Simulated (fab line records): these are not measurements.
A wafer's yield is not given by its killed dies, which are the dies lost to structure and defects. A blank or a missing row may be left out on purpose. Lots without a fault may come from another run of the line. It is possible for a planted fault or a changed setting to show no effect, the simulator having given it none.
fab line records	flow n5Finfet
record: lots: 9	wafers: 26	lastDay: 18
route steps=1938 shown BEOL_M4@1111 BEOL_M9@1467 BEOL_M10@1485 PASSIVATION@1936
lots that met no fault: from a run of the same line without faults
startH: hours from the record's first day to the start of the lot's first wafer shown	waitH: how many hours have passed since the lot's step before this one	" the same as in the row above	L1.1+2: a single row standing in for several wafers	- either no value or no given start	* or withheld: withheld	< > ~ a bound
route shown NAME@n: NAME is a module with steps in the file, n the number in the route of the first one	usual: mean/standard deviation of fault-free wafers	same: alike in all rows	chamber/n: place in a boat	sites: per-site readings	_std_site: the standard deviation of these	_edge_site: the outer-site mean with the inner-site mean subtracted	radiusMm: how far each site lies from the wafer's centre	mask NAME#n: copy n	behind: tool/chamber where the wafer was last shaped	hold: cause of the lot's hold/its duration in hours/its outcome	device: transistor that didn't switch, given as n, p or np	end of line: the same wafers' tests at the end of the route	a step without rows: its recipe alone	killed: not the wafer's yield, but the dies lost to structure and defects at the first sort	map: the dies of a wafer, with x for killed, . for not killed, _ for no die there
set.NAME: the setting as run; set.NAME@STEP: as run at that earlier step	model.NAME: the simulator's own value behind a step, which no gauge read
the route's steps for a sample of lots (tables are steps, rows are wafers)
services: the hour from which a tool's chamber was out of use, counted from the record's first day as startH (under 0 if before that day), plus the number of hours and why
== steps ==
step: N5_BEOL_M4_RC_MEAS_101
usual: DIBL_N: 35.3/2.5	DIBL_P: 35/3.3	IOFF_N: 0.15/0.049	IOFF_P: 0.20/0.056	ION_N: 673/16	ION_P: 462/10	SS_N: 71.2/0.85	SS_P: 73.0/0.97	VT_N: 252/4.9	VT_P: -251/5
lot.wafer	tool	chamber	startH	waitH	DIBL_N[mV/V]	DIBL_P[mV/V]	IOFF_N[nA/um]	IOFF_P[nA/um]	ION_N[uA/um]	ION_P[uA/um]	SS_N[mV/dec]	SS_P[mV/dec]	VT_N[mV]	VT_P[mV]
L436.2	prober-02	0	195.20	0.2	40.5	41	0.25	0.29	710	483	72.2	74.0	244	-246
L436.5	"	0	"	"	36.0	35	0.13	0.17	677	464	70.9	73.0	252	-254
L436.6	"	0	"	"	39.7	40	0.21	0.25	681	463	72.3	73.7	248	-248
L437.1	prober-01	0	197.92	0.0	38.6	41	0.24	0.30	708	481	72.3	75.0	242	-244
L437.6	"	0	"	"	39.0	41	0.24	0.32	709	490	73.0	75.2	245	-243
L448.1	prober-01	0	245.10	0.0	30.9	30	0.10	0.16	663	456	70.4	71.9	257	-247
L448.2	"	0	"	"	30.3	31	0.09	0.19	652	472	69.6	71.8	254	-246
L448.5	"	0	"	"	31.9	32	0.10	0.19	657	464	70.5	71.8	255	-245
L446.1	prober-02	0	245.24	0.0	32.9	32	0.09	0.14	649	452	71.6	72.4	257	-256
L446.3	"	0	"	"	35.1	34	0.12	0.16	669	460	71.0	73.0	257	-256
L446.5	"	0	"	"	36.9	37	0.15	0.19	671	461	71.4	73.3	255	-251
L454.1	prober-02	0	292.19	0.0	33.8	33	0.11	0.15	667	458	70.2	71.5	254	-256
L454.2	"	0	"	"	34.3	34	0.11	0.15	678	467	70.8	71.8	258	-253
L454.5	"	0	"	"	33.3	32	0.11	0.14	684	468	69.6	71.5	256	-257
L452.1	prober-01	0	292.35	0.0	34.7	35	0.12	0.18	676	471	70.4	72.4	255	-254
L452.4	"	0	"	"	35.7	36	0.15	0.20	675	468	71.0	72.7	252	-253
L452.6	"	0	"	"	31.3	31	0.09	0.13	652	453	69.6	72.6	257	-257
L453.3	prober-01	0	297.24	0.3	32.7	32	0.11	0.16	684	473	70.2	73.0	255	-254
L453.4	"	0	"	"	33.0	33	0.11	0.18	658	462	70.7	73.1	253	-250
L453.5	"	0	"	"	33.1	32	0.10	0.16	666	462	70.4	72.7	260	-253
L455.1	prober-02	0	312.37	0.0	31.1	28	0.07	0.10	644	447	69.2	71.7	262	-261
L455.2	"	0	"	"	34.4	30	0.10	0.12	640	434	70.3	71.8	260	-260
L455.5	"	0	"	"	34.5	32	0.11	0.13	672	461	70.5	72.5	254	-258
L457.1	prober-02	0	318.45	0.0	32.9	31	0.09	0.13	648	451	71.3	72.7	257	-261
L457.3	"	0	"	"	37.2	36	0.14	0.18	654	448	71.5	73.9	253	-254
L457.5	"	0	"	"	37.3	35	0.14	0.17	656	445	72.3	73.9	256	-256
step: N5_BEOL_M9_DEP_56
recipe: material: SiCN	targetThkA: 150	tempC: withheld	precursor: 3MS/NH3	pressureTorr: 3	rfW: 202	timeS: 26.5
usual: showerheadPlenumPTorr: 3.657/0.0099	throttleValvePct: 8.6/0.49
lot.wafer	tool	chamber	startH	waitH	showerheadPlenumPTorr	throttleValvePct
L436.2	pecvd-04	0	243.86	0.0	3.662	9.0
L436.5	"	2	"	"	3.658	8.9
L436.6	"	1	"	"	3.643	9.0
L437.1	pecvd-02	0	251.24	0.0	3.656	8.7
L437.6	"	1	"	"	3.658	8.9
L448.1	pecvd-01	2	292.82	0.0	3.675	9.0
L448.2	"	0	"	"	3.671	8.5
L448.5	"	1	"	"	3.664	9.5
L446.1	pecvd-01	0	297.87	0.0	3.673	9.0
L446.3	"	2	"	"	3.670	8.8
L446.5	"	0	"	"	3.675	8.4
L452.1	pecvd-02	2	339.47	0.0	3.657	7.8
L452.4	"	0	"	"	3.647	8.4
L452.6	"	2	"	"	3.649	7.8
L454.1	pecvd-02	2	341.65	0.0	3.652	7.7
L454.2	"	1	"	"	3.661	8.8
L454.5	"	1	"	"	3.662	8.8
L453.3	pecvd-04	2	345.79	0.0	3.651	9.0
L453.4	"	2	"	"	3.648	9.0
L453.5	"	0	"	"	3.657	8.9
L455.1	pecvd-01	0	362.25	0.0	3.676	8.5
L455.2	"	1	"	"	3.664	9.3
L455.5	"	0	"	"	3.668	8.7
L457.1	pecvd-02	1	366.89	0.0	3.657	8.6
L457.3	"	2	"	"	3.647	7.8
L457.5	"	0	"	"	3.647	8.6
step: N5_BEOL_M10_INSPECT_13
recipe: mode: adi	inspectInstrument: brightfield
usual: rawDefectCount: 390/88
lot.wafer	tool	chamber	startH	waitH	rawDefectCount
L436.2	defectInspect-02	-	245.18	0.0	304
L436.5	"	-	"	"	476
L436.6	"	-	"	"	627
L437.1	defectInspect-01	-	253.29	0.0	270
L437.6	"	-	"	"	374
L448.1	defectInspect-02	-	296.74	0.0	334
L448.2	"	-	"	"	531
L448.5	"	-	"	"	347
L446.1	defectInspect-02	-	299.87	0.0	359
L446.3	"	-	"	"	376
L446.5	"	-	"	"	351
L452.1	defectInspect-02	-	341.47	0.0	361
L452.4	"	-	"	"	265
L452.6	"	-	"	"	276
L454.1	defectInspect-02	-	344.44	0.0	524
L454.2	"	-	"	"	545
L454.5	"	-	"	"	625
L453.3	defectInspect-02	-	348.48	0.0	432
L453.4	"	-	"	"	383
L453.5	"	-	"	"	318
L455.1	defectInspect-02	-	365.26	0.0	407
L455.2	"	-	"	"	377
L455.5	"	-	"	"	375
L457.1	defectInspect-01	-	370.96	0.0	355
L457.3	"	-	"	"	460
L457.5	"	-	"	"	405
step: N5_BEOL_M10_STRIP_19
recipe: chemistry: O2	powerW: 400	tempC: 40	pressureMtorr: 30	rfFrequencyHz: 6e+07	biasPowerW: 0	overashFraction: 0.2	o2FlowSccm: 225
usual: biasPowerW: 0/0	chamberPressureMTorr: 30.00/0.032	drypumpMotorCurrentA: 5.9/0.49	oesProductAu: 0.80/0.071	rfVppV: 3.6/0.53	showerheadPlenumPTorr: 2.13/0.069	throttleValvePct: 16.6/0.34
lot.wafer	tool	chamber	startH	waitH	biasPowerW	chamberPressureMTorr	drypumpMotorCurrentA	oesProductAu	rfHoursCounterH	rfVppV	showerheadPlenumPTorr	throttleValvePct
L436.2	rieDiel-06	0	245.60	0.1	0	30.00	6.3	0.70	223	3.3	2.17	17.0
L436.5	"	2	"	"	0	30.02	5.9	0.93	-	3.2	2.04	16.3
L436.6	"	1	"	"	0	29.97	6.4	0.82	-	3.6	2.20	16.5
L437.1	rieDiel-05	2	253.99	0.1	0	30.04	5.4	0.80	101	2.6	2.01	16.3
L437.6	"	1	"	"	0	29.99	5.8	0.73	-	3.7	2.20	17.3
L448.1	rieDiel-04	1	297.89	0.1	-	-	-	-	-	-	-	-
L448.2	"	2	"	"	-	-	-	-	-	-	-	-
L448.5	"	3	"	"	-	-	-	-	-	-	-	-
L446.1	rieDiel-06	0	300.91	0.1	-	-	-	-	-	-	-	-
L446.3	"	2	"	"	-	-	-	-	-	-	-	-
L446.5	"	2	"	"	-	-	-	-	-	-	-	-
L452.1	rieDiel-06	1	341.98	0.2	0	30.04	6.5	0.77	108	3.9	2.18	16.5
L452.4	"	3	"	"	0	29.95	5.0	0.71	-	3.2	2.14	16.6
L452.6	"	2	"	"	0	30.05	5.9	0.86	-	3.3	2.03	16.3
L454.1	rieDiel-06	2	344.85	0.1	0	29.98	5.9	0.86	55	3.5	2.03	16.3
L454.2	"	1	"	"	0	30.00	6.5	0.79	109	4.1	2.18	16.6
L454.5	"	1	"	"	0	29.97	6.5	0.79	-	4.2	2.18	16.5
L453.3	rieDiel-06	3	349.46	0.3	0	30.02	5.1	0.70	236	3.8	2.14	16.6
L453.4	"	2	"	"	0	29.94	5.9	0.85	-	4.7	2.03	16.3
L453.5	"	3	"	"	0	30.03	5.0	0.71	-	3.6	2.14	16.6
L455.1	rieDiel-04	3	365.91	0.1	0	29.99	6.2	0.75	144	3.7	2.12	16.6
L455.2	"	2	"	"	0	30.05	6.3	0.75	157	3.8	2.20	16.9
L455.5	"	1	"	"	0	29.96	5.8	0.91	-	3.7	2.12	16.2
L457.1	rieDiel-05	1	371.46	0.1	0	30.00	5.8	0.69	221	4.3	2.18	17.4
L457.3	"	0	"	"	0	29.99	6.2	0.79	107	4.2	2.20	16.5
L457.5	"	2	"	"	0	29.99	5.4	0.77	-	4.9	2.00	16.4
step: N5_BEOL_M10_INSPECT_30
recipe: mode: adi	inspectInstrument: brightfield
usual: rawDefectCount: 388/86
lot.wafer	tool	chamber	startH	waitH	rawDefectCount
L436.2	defectInspect-01	-	248.26	0.0	283
L436.5	"	-	"	"	451
L436.6	"	-	"	"	593
L437.1	defectInspect-02	-	254.75	0.0	287
L437.6	"	-	"	"	385
L448.1	defectInspect-02	-	298.83	0.0	121
L448.2	"	-	"	"	160
L448.5	"	-	"	"	118
L446.1	defectInspect-01	-	302.53	0.0	113
L446.3	"	-	"	"	118
L446.5	"	-	"	"	99
L452.1	defectInspect-01	-	343.39	0.0	361
L452.4	"	-	"	"	258
L452.6	"	-	"	"	268
L454.1	defectInspect-01	-	347.36	0.0	509
L454.2	"	-	"	"	512
L454.5	"	-	"	"	579
L453.3	defectInspect-01	-	350.63	0.0	393
L453.4	"	-	"	"	363
L453.5	"	-	"	"	279
L455.1	defectInspect-02	-	369.88	0.0	368
L455.2	"	-	"	"	385
L455.5	"	-	"	"	360
L457.1	defectInspect-02	-	373.08	0.0	389
L457.3	"	-	"	"	432
L457.5	"	-	"	"	424
step: N5_BEOL_M10_ETCH_66
recipe: chemistry: N2/H2	target: SOC	targetDepthA: 1200	overetchA: 240	maskMaterial: SiARC	tempC: 40	timeS: 180	ionEnergyEv: 200	pressureMtorr: 30	sourceW: 840	biasW: 150	n2FlowSccm: 200	h2FlowSccm: 200
usual: drypumpMotorCurrentA: 5.9/0.47	oesProductAu: 0.64/0.055	rfVppV: 525.1/2.3	showerheadPlenumPTorr: 2.59/0.087	throttleValvePct: 17.7/0.35
lot.wafer	tool	chamber	startH	waitH	drypumpMotorCurrentA	oesProductAu	rfHoursCounterH	rfVppV	showerheadPlenumPTorr	throttleValvePct
L436.2	rieDiel-05	2	248.38	0.0	5.4	0.65	99	522.1	2.47	17.5
L436.5	"	0	"	"	6.2	0.69	-	527.0	2.66	17.3
L436.6	"	1	"	"	5.8	0.59	-	525.5	2.64	18.3
L437.1	rieDiel-04	3	254.87	0.0	6.3	0.64	105	524.2	2.58	17.7
L437.6	"	3	"	"	6.3	0.64	-	524.4	2.58	17.7
L448.1	rieDiel-06	3	299.04	0.0	5.0	0.71	219	526.0	2.64	18.1
L448.2	"	2	"	"	5.9	0.87	43	523.5	2.45	17.3
L448.5	"	2	"	"	5.9	0.87	-	522.4	2.45	17.3
L446.1	rieDiel-05	1	302.69	0.1	5.9	0.72	196	527.9	2.63	18.3
L446.3	"	0	"	"	6.2	0.80	-	528.1	2.65	17.4
L446.5	"	1	"	"	5.8	0.72	-	527.0	2.63	18.4
L452.1	rieDiel-05	1	343.51	0.0	5.8	0.57	212	525.9	2.62	18.4
L452.4	"	0	"	"	6.2	0.65	97	527.0	2.64	17.4
L452.6	"	2	"	"	5.4	0.63	-	520.7	2.45	17.6
L454.1	rieDiel-06	1	347.48	0.0	6.5	0.62	110	526.4	2.65	17.7
L454.2	"	2	"	"	5.9	0.69	56	522.4	2.45	17.3
L454.5	"	1	"	"	6.5	0.63	-	527.1	2.65	17.7
L453.3	rieDiel-06	3	351.11	0.0	5.0	0.57	237	526.0	2.63	18.0
L453.4	"	1	"	"	6.5	0.61	-	527.1	2.65	17.7
L453.5	"	2	"	"	5.9	0.68	-	520.5	2.44	17.3
L455.1	rieDiel-05	0	370.00	0.0	6.2	0.64	106	526.9	2.64	17.4
L455.2	"	1	"	"	5.9	0.56	220	526.1	2.62	18.4
L455.5	"	1	"	"	5.8	0.56	-	524.7	2.62	18.4
L457.1	rieDiel-04	3	373.20	0.0	6.3	0.61	146	522.9	2.57	17.8
L457.3	"	2	"	"	6.3	0.60	159	529.3	2.67	18.1
L457.5	"	1	"	"	5.8	0.72	-	525.2	2.60	17.6
step: N5_BEOL_M10_VIA_ETCH_34
recipe: chemistry: C4F6/O2	target: SiCOH_lowk	targetDepthA: 1845	maskMaterial: SOC	taperDeg: 4	timeS: 69.2	ionEnergyEv: 250	pressureMtorr: 30	sourceW: 345	biasW: 185	Ar_flow_sccm: 300	C4F6_flow_sccm: 10	O2_flow_sccm: 10
usual: drypumpMotorCurrentA: 5.9/0.47	oes_ar_750_au: 0.80/0.068	oesProductAu: 0.80/0.066	rfVppV: 665/7.4	showerheadPlenumPTorr: 2.90/0.084	throttleValvePct: 20.8/0.35
lot.wafer	tool	chamber	startH	waitH	drypumpMotorCurrentA	oes_ar_750_au	oesProductAu	rfHoursCounterH	rfVppV	showerheadPlenumPTorr	throttleValvePct
L436.2	rieDiel-05	2	248.50	0.0	5.4	0.81	0.80	99	676	2.76	20.6
L436.5	"	0	"	"	6.2	0.85	0.83	-	662	2.99	20.5
L436.6	"	1	"	"	5.8	0.73	0.73	-	671	2.97	21.5
L437.1	rieDiel-04	3	254.99	0.0	6.3	0.80	0.81	105	667	2.86	20.6
L437.6	"	3	"	"	6.3	0.80	0.80	-	669	2.86	20.6
L448.1	rieDiel-06	3	299.17	0.0	5.0	0.72	0.26	219	671	2.92	20.7
L448.2	"	2	"	"	5.9	0.87	0.33	43	664	2.79	20.5
L448.5	"	2	"	"	5.9	0.87	0.33	-	663	2.79	20.5
L446.1	rieDiel-05	1	302.88	0.0	5.8	0.71	0.26	196	670	2.96	21.4
L446.3	"	0	"	"	6.2	0.82	0.31	-	660	2.98	20.4
L446.5	"	1	"	"	5.9	0.71	0.26	-	668	2.96	21.4
L452.1	rieDiel-05	1	343.64	0.0	5.8	0.71	0.70	212	668	2.95	21.6
L452.4	"	0	"	"	6.2	0.80	0.79	97	660	2.97	20.6
L452.6	"	2	"	"	5.5	0.78	0.78	-	677	2.74	20.6
L454.1	rieDiel-06	1	347.61	0.0	6.5	0.79	0.77	110	654	2.98	20.9
L454.2	"	2	"	"	5.9	0.85	0.84	56	664	2.79	20.7
L454.5	"	1	"	"	6.5	0.78	0.78	-	653	2.98	20.9
L453.3	rieDiel-06	3	351.23	0.0	5.0	0.70	0.70	237	673	2.91	20.9
L453.4	"	1	"	"	6.5	0.78	0.77	-	654	2.98	20.9
L453.5	"	2	"	"	5.9	0.85	0.85	-	664	2.79	20.7
L455.1	rieDiel-05	0	370.12	0.0	6.2	0.78	0.77	106	658	2.96	20.6
L455.2	"	1	"	"	5.9	0.70	0.69	220	668	2.95	21.6
L455.5	"	1	"	"	5.8	0.69	0.70	-	668	2.95	21.6
L457.1	rieDiel-04	3	373.32	0.0	6.3	0.76	0.76	146	666	2.84	20.7
L457.3	"	2	"	"	6.3	0.75	0.74	159	663	2.97	21.1
L457.5	"	1	"	"	5.8	0.88	0.88	-	659	2.90	20.6
step: N5_PASSIVATION_PROBE_49
usual: defectLimitedYield: 91.3/1.4	killed_at_M0_to_M3: 33/9.9	killed_at_M4_up: 15/5.6	killedAtContacts: 13/5.7	killedAtFrontEnd: 38/12	killedAtOther: 4/3.1	killedDies: 103/17	killedOnRim: 13/4	killedOpen: 66/13	killedShort: 32/7.8	sort_bin_5_function: 5.1/0.95	sort_bin_6_memory: 3.2/0.68	sort_bin_8_speed: 0.02/0.22	sortNPass: 1077/17	sortYieldPct: 91.3/1.5
same: grossDies: 1180	killedAtBackSide: 0	sort_bin_4_leakage[%]: 0
lot.wafer	tool	chamber	startH	waitH	defectLimitedYield[%]	killed_at_M0_to_M3	killed_at_M4_up	killedAtContacts	killedAtFrontEnd	killedAtOther	killedDies	killedOnRim	killedOpen	killedShort	sort_bin_5_function[%]	sort_bin_6_memory[%]	sort_bin_8_speed[%]	sortNPass	sortYieldPct[%]
L448.1	prober-01	-	350.34	0.0	0	47	1072	14	41	6	1180	152	86	40	95.3	4.4	0	0	0
L448.2	prober-01	-	350.39	0.1	0	43	1098	17	22	0	1180	152	63	23	96.7	3.1	0	0	0
L448.5	prober-01	-	350.54	0.2	0	40	1104	10	22	4	1180	152	58	28	97.3	2.5	0	0	0
L446.1	prober-01	-	356.39	0.0	0	41	1075	18	45	1	1180	152	71	48	96.6	3.4	0	0	0
L446.3	prober-01	-	356.49	0.1	0	37	1081	18	38	6	1180	152	61	46	96.0	3.3	0	0	0
L446.5	prober-01	-	356.59	0.2	0	28	1108	14	23	7	1180	152	59	18	96.9	2.9	0	0	0
killed by level:class
L448.1 BEOL_M10:areaEtch=1054 MOL_CONTACT_COAG:geometricParticle:open=14 BEOL_M0_SAQP:geometricParticle:open=13 BEOL_M0_SAQP:geometricParticle:short=11 FIN_SAQP:geometricParticle:open=9 BEOL_M4:geometricParticle:open=9 FIN_SAQP:geometricParticle:short=8 STI_FIN_REVEAL:geometricParticle:open=7
L448.2 BEOL_M10:areaEtch=1093 MOL_CONTACT_COAG:geometricParticle:open=14 BEOL_M0_SAQP:geometricParticle:open=14 BEOL_M0_SAQP:geometricParticle:short=8 BEOL_M3:geometricParticle:open=8 DUMMY_GATE:geometricParticle:open=5 STI_FIN_REVEAL:geometricParticle:open=4 STARTING-WAFER:geometricParticle:open=4
L448.5 BEOL_M10:areaEtch=1094 BEOL_M3:geometricParticle:open=13 BEOL_M0_SAQP:geometricParticle:short=9 BEOL_M2:geometricParticle:open=9 MOL_CONTACT_COAG:geometricParticle:open=8 FIN_SAQP:geometricParticle:open=5 STARTING-WAFER:geometricParticle:open=5 BEOL_M4:geometricParticle:short=4
L446.1 BEOL_M10:areaEtch=1061 FIN_SAQP:geometricParticle:short=16 MOL_CONTACT_COAG:geometricParticle:open=15 BEOL_M0_SAQP:geometricParticle:short=10 FIN_SAQP:geometricParticle:open=9 BEOL_M2:geometricParticle:open=8 BEOL_M4:geometricParticle:open=7 BEOL_M0_SAQP:geometricParticle:open=5
L446.3 BEOL_M10:areaEtch=1073 MOL_CONTACT_COAG:geometricParticle:open=11 GATE_CUT:geometricParticle:short=9 FIN_SAQP:geometricParticle:open=8 BEOL_M0_SAQP:geometricParticle:short=8 FIN_SAQP:geometricParticle:short=7 MOL_CONTACT_COAG:geometricParticle:short=7 BEOL_M1:geometricParticle:open=7
L446.5 BEOL_M10:areaEtch=1103 MOL_CONTACT_COAG:geometricParticle:open=14 BEOL_M0:geometricParticle:open=7 BEOL_M1:geometricParticle:open=7 BEOL_M2:geometricParticle:open=5 FIN_SAQP:geometricParticle:open=4 DUMMY_GATE:geometricParticle:open=4 GATE_CUT:geometricParticle:short=4
== services ==
tool	chamber	startH	hours	kind
rieDiel-04	1	235.11	-	clean
rieDiel-04	1	235.11	-	consumableReplace:focusRing
rieDiel-04	1	235.11	19.4	scheduledDown
rieDiel-04	1	235.11	19.4	ventCycle
pecvd-04	0	262.33	5.5	scheduledDown
pecvd-01	2	263.32	2.1	scheduledDown
rieDiel-06	0	268.22	15.3	repair
pecvd-04	-	270.79	3.2	repair
pecvd-01	2	272.76	7.5	repair
rieDiel-06	2	293.88	4.3	repair
rieDiel-05	3	296.99	-	clean
rieDiel-05	3	296.99	-	consumableReplace:focusRing
rieDiel-05	3	296.99	14.1	scheduledDown
rieDiel-05	3	296.99	14.1	ventCycle
rieDiel-05	2	297.03	9.6	repair
rieDiel-06	2	304.45	10.4	repair
pecvd-01	2	310.46	16.5	scheduledDown
pecvd-01	-	316.00	14.6	pm
rieDiel-06	0	336.64	-	clean
rieDiel-06	0	336.64	-	consumableReplace:focusRing
rieDiel-06	0	336.64	35.3	scheduledDown
rieDiel-06	0	336.64	35.3	ventCycle
pecvd-04	-	368.61	28.1	pm
rieDiel-05	3	369.28	14.3	repair
== key ==
firstSign: step: N5_BEOL_M10_STRIP_19	reading: toolRecord	direction: missing
effect: step: N5_BEOL_M10_ETCH_66	reading: oesProductAu	direction: up	sigmas: 2.6	usual: 0.64	struck: 0.78
effect: step: N5_BEOL_M10_VIA_ETCH_34	reading: oesProductAu	direction: down	sigmas: 7.6	usual: 0.80	struck: 0.29
effect: step: N5_PASSIVATION_PROBE_49	reading: killed_at_M4_up	direction: up	sigmas: 99+	usual: 15	struck: 1090
moreKillsBornAt: N5_BEOL_M10_ETCH_66@rieDiel-06: 3241	N5_BEOL_M10_ETCH_66@rieDiel-05: 3237
metAt N5_BEOL_M10_STRIP_19
struckLots L446,L448
laterRowsLeftOut L446.1,L446.3,L446.5,L448.1,L448.2,L448.5
notActingAt N5_BEOL_M9_DEP_56,N5_BEOL_M10_INSPECT_13,N5_BEOL_M10_INSPECT_30
onsetBetween 245.60 297.89
fault: kind: skippedStepWhole	tool: rieDiel-04,rieDiel-06	chamber: -	onsetH: 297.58	steps: N5_BEOL_M10_STRIP_19	scope: struckLotsOnly
laterRowsLeftOut: the simulator's readings of these wafers behind a module that went badly wrong aren't trusted and aren't shown, but for the sort
